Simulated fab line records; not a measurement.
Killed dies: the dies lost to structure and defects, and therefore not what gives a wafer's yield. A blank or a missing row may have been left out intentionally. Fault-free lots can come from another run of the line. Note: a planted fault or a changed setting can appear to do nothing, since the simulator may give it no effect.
Struck lot and sound lot, side by side ; flow nand_harc ; 14 out of 1302 route steps
Sound: the wafers L937.2, L937.3, L937.4. Struck: wafer L931.2 (left out: L931.4, L931.6 of the same lot, which were not struck); the cause appears at the end.
Per side, at each step with rows, come the tool, then ch with its chambers, and then its first start. Under that, the readings that differ: sound wafers ; struck wafers ; difference of the means ; sigmas: that difference in standard deviations of wafers without a fault.
alike: same words and numbers on both sides, and readings whose means sit less than 2 such deviations apart. not compared: any withheld reading, any reading some wafer has no value for, any bound like >300 that may hide the same value, and any number with overlapping values for which the record gives no deviation.
Wherever a step has rows on one side only, a row that says differs or no value, or a row with sigmas, the two part there. When numbers do not overlap yet have no deviation, they are printed without sigmas and do not part them. Lack of a reading on every wafer of one side parts them only where that side has two or more wafers.

NHARC_A_CHANNEL_FILL_D2_ALD_15: deposits SiNx, target thk 2 nm, pulse time 60 s, ald cycles 19.
  sound: ald_sin_batch-02 ch 0; struck: ald_sin_batch-01 ch 0
  alike: precursor_pulse_height_rel
  not compared: ald_cycles
NHARC_A_CHANNEL_FILL_D2_ALD_16: deposits SiO2, target thk 1.5 nm, pulse time 10 s, ald cycles 15.
  sound on ald_hk-04 ch 0,1,2, day 20 16:29; struck on ald_hk-03 ch 3, day 18 15:13
  alike: heater_power_w, precursor_pulse_height_rel
  not compared: ald_cycles
then, 2 steps without rows for these wafers: NHARC_A_CHANNEL_FILL_D2_ANNEAL_17 (time 1800 s); NHARC_A_CHANNEL_FILL_D2_CVD_18 (deposits poly-Si, target thk 3 nm).
NHARC_A_CHANNEL_FILL_D2_ETCHBACK_19: etches the open film in HBr/Cl2, target depth 5 nm, time 1.7 s.
  sound on rie_si-06 ch 0,1, day 21 04:15; struck on rie_si-06 ch 3, day 19 03:05
reading;sound;struck;difference;sigmas
drypump_motor_current_A (A);4.8 5.4 4.8;6.1;+1.1;+2
  alike: bias_w, oes_product_au, throttle_valve_pct
  not compared: rf_hours_counter_h
NHARC_A_CHANNEL_FILL_D2_ETCHBACK_20: etches the open film in C4F8/O2/Ar, target depth 27 nm, time 13.5 s.
  sound on rie_diel-09 ch 1,2,3, day 21 04:23; struck on rie_diel-06 ch 0, day 19 03:13
reading;sound;struck;difference;sigmas
rf_hours_counter_h (h);27 29 25;3;-24;
  alike: bias_w, oes_product_au, rf_vpp_V
NHARC_A_CHANNEL_FILL_D2_STRIP_28: strips in O2, time 20 s.
  sound on rie_diel-09 ch 0,1,2, day 21 04:29; struck on rie_diel-06 ch 3, day 19 03:17
reading;sound;struck;difference;sigmas
rf_hours_counter_h (h);28 25 27;3;-24;
  alike: drypump_motor_current_A, oes_product_au, rf_vpp_V, showerhead_plenum_p_Torr, throttle_valve_pct
then, 4 steps without rows for these wafers: NHARC_A_CHANNEL_FILL_D2_PRECLEAN_21 (cleans in dHF, time 30 s); NHARC_A_CHANNEL_FILL_D2_SRD_23; NHARC_A_CHANNEL_FILL_D2_CVD_05 (deposits poly-Si, target thk 5 nm); NHARC_A_CHANNEL_FILL_D2_ANNEAL_22 (time 7200 s).
NHARC_A_CHANNEL_FILL_D2_THK_MEAS_06: measures by ellipsometry.
  sound on film_metro-02 at day 21 15:44; struck on film_metro-02 at day 19 14:26
  alike: thk_nm
NHARC_A_CHANNEL_FILL_D2_ALD_25: deposits SiOx, target thk 60 nm, pulse time 10 s, ald cycles 600.
  sound on ald_hk-03 ch 0,1,2, day 21 15:47; struck on ald_hk-02 ch 2, day 19 15:44
reading;sound;struck;difference;sigmas
ald_cycles;600 600 600;423;-177;
  alike: heater_power_w, precursor_pulse_height_rel
then, 1 step without rows for these wafers: NHARC_A_CHANNEL_FILL_D2_ETCHBACK_08 (etches the open film in C4F8, target depth 220 nm, time 110 s).

WHERE THEY PART
Within this record, at NHARC_A_CHANNEL_FILL_D2_ETCHBACK_19 only. Later steps at which nothing parts them and some readings are alike: NHARC_A_CHANNEL_FILL_D2_ETCHBACK_20, NHARC_A_CHANNEL_FILL_D2_STRIP_28, NHARC_A_CHANNEL_FILL_D2_THK_MEAS_06, NHARC_A_CHANNEL_FILL_D2_ALD_25.

WHY: what had been put in by the simulator
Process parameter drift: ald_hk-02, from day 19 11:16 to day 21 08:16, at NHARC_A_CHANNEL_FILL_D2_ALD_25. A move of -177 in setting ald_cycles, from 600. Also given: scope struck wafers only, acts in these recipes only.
